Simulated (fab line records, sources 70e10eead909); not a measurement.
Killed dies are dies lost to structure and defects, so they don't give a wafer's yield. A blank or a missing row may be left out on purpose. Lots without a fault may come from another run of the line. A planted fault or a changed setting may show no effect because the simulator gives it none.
Chamber matching | flow nand_harc | NHARC_P_CONTACT_ALD_22 on ald_metal-01: 4 sister chambers
The step deposits TiN, target thk 3 nm, pulse time 1 s, ald cycles 150. 4 wafers are shown with their chamber, then 8 later ones without.

WAFERS WITH THEIR CHAMBER
wafer  | chamber | heater_power_w (W)
L082.2 | 1       | 863
L082.4 | 0       | 951
L086.1 | 3       | 1110
L087.1 | 2       | 915

WAFERS WITHOUT THEIR CHAMBER
wafer  | heater_power_w (W)
L087.5 | 907
L087.6 | 881
L090.1 | 958
L090.4 | 857
L090.5 | 856
L091.1 | 968
L091.2 | 908
L091.3 | 1109

WHICH CHAMBER EACH WENT THROUGH
wafer  | from the rows above     | in truth
L087.5 | 2                       | 2
L087.6 | can't be placed: 1 or 2 | 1
L090.1 | 0                       | 0
L090.4 | 1                       | 1
L090.5 | 1                       | 1
L091.1 | 0                       | 0
L091.2 | 2                       | 2
L091.3 | 3                       | 3
Placed correctly: 7 of 8. Can't be placed from these rows: 1 (the true chamber is among the candidates in 1). Placed wrongly: 0.
How it was worked out, from the rows above alone: a wafer's distance from a chamber is the root of the sum, over the readings, of the square of ((its reading less the chamber's mean) divided by the reading's scatter). The wafer belongs to the nearest chamber; if the next one is less than 2 further off, it can't be placed. A chamber's mean is the mean of its shown wafers. The scatter: with one shown wafer a chamber, the root of the mean of the squares of how far each hidden wafer lies from its nearest shown one.
